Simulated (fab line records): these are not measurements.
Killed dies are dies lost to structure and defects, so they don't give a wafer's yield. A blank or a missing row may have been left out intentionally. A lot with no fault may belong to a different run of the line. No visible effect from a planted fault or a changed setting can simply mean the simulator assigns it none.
Chamber matching | flow n5-finfet | N5_BEOL_M9_ALD_74 on ald-metal-02: 4 sister chambers
The step deposits TaN, target thk 2 nm, pulse time 2 s, purge time 3 s. 8 wafers are shown with their chamber, then 9 later ones without.

## WAFERS PAIRED WITH THEIR CHAMBERS
wafer  | chamber | heater-power-w (W) | chamber-pressure-Torr (Torr)
L082.5 | 3       | 431                | 2.999
L082.6 | 2       | 368                | 3.007
L083.1 | 2       | 366                | 3.004
L083.2 | 1       | 410                | 2.997
L083.6 | 1       | 414                | 3.003
L087.2 | 0       | 426                | 3.003
L087.3 | 3       | 410                | 2.992
L087.5 | 0       | 414                | 3.001

## WAFERS WITHOUT THEIR CHAMBER
wafer  | heater-power-w (W) | chamber-pressure-Torr (Torr)
L091.1 | 418                | 3.006
L091.2 | 407                | 3.006
L091.4 | 403                | 2.995
L092.1 | 375                | 2.999
L092.2 | 427                | 2.995
L092.3 | 427                | 2.997
L097.3 | 430                | 2.998
L097.5 | 416                | 3.004
L097.6 | 424                | 2.998

## CHAMBER TAKEN BY EACH
wafer  | from the rows above          | in truth
L091.1 | can't be placed: 0 or 1 or 3 | 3
L091.2 | can't be placed: 1 or 0 or 3 | 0
L091.4 | can't be placed: 1 or 3 or 0 | 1
L092.1 | 2                            | 2
L092.2 | can't be placed: 3 or 0 or 1 | 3
L092.3 | can't be placed: 3 or 0 or 1 | 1
L097.3 | can't be placed: 3 or 0 or 1 | 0
L097.5 | can't be placed: 0 or 1 or 3 | 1
L097.6 | can't be placed: 3 or 0 or 1 | 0
Correct placement for 1 of the 9. Cannot be placed on the basis of these rows: 8; the candidates contain the true chamber in 8. Placed wrongly: 0.
How it was worked out, from the rows above alone: a wafer's distance from a chamber is the root of the sum, over the readings, of the square of ((its reading less the chamber's mean) divided by the reading's scatter). If the next closest chamber is less than 2 further off than the closest, the wafer can't be placed; otherwise it belongs to the closest. Each chamber's mean is taken over the wafers shown for it. The scatter is the square root of a quotient: the sum, over the shown wafers, of each reading's squared deviation from its chamber's mean, divided by wafers minus chambers.
